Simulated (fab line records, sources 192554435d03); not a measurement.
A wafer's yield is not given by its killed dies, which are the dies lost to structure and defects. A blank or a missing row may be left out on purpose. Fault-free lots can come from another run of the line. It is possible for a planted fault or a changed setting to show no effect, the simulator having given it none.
Matching of chambers -- flow n5-finfet -- N5_GATE_CUT_CMP_61 on cmp-03 has 4 sister chambers
The step polishes, stops on SiNx, t overpolish 3 s. 4 wafers are shown with their chamber, then 9 later ones without.

== WAFERS WITH THEIR CHAMBER ==
wafer,chamber,motor-current-A (A)
L086.4,1,13.1
L091.1,0,11.4
L091.3,3,14.4
L091.4,2,14.0

== WAFERS WITHOUT THEIR CHAMBER ==
wafer,motor-current-A (A)
L093.1,11.0
L093.2,13.8
L093.3,13.0
L094.4,13.9
L094.5,14.9
L094.6,13.7
L095.2,14.3
L095.4,14.7
L095.5,13.6

== CHAMBER TAKEN BY EACH ==
wafer,from the rows above,in truth
L093.1,0,0
L093.2,can't be placed: 2 or 3 or 1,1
L093.3,1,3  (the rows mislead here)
L094.4,can't be placed: 2 or 3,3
L094.5,can't be placed: 3 or 2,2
L094.6,can't be placed: 2 or 1 or 3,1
L095.2,can't be placed: 3 or 2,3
L095.4,can't be placed: 3 or 2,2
L095.5,can't be placed: 2 or 1 or 3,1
1 of 9 placed correctly. Unplaceable from these rows: 7, with the true chamber sitting among the candidates in 7. Wrongly placed: 1.
How it was worked out, from the rows above alone: a wafer's distance from a chamber is the root of the sum, over the readings, of the square of ((its reading less the chamber's mean) divided by the reading's scatter). If the next closest chamber is less than 2 further off than the closest, the wafer can't be placed; otherwise it belongs to the closest. A chamber's mean is the mean of its shown wafers. The scatter (one wafer shown for each chamber): square how far every hidden wafer sits from the nearest shown wafer, average those squares and take the square root.
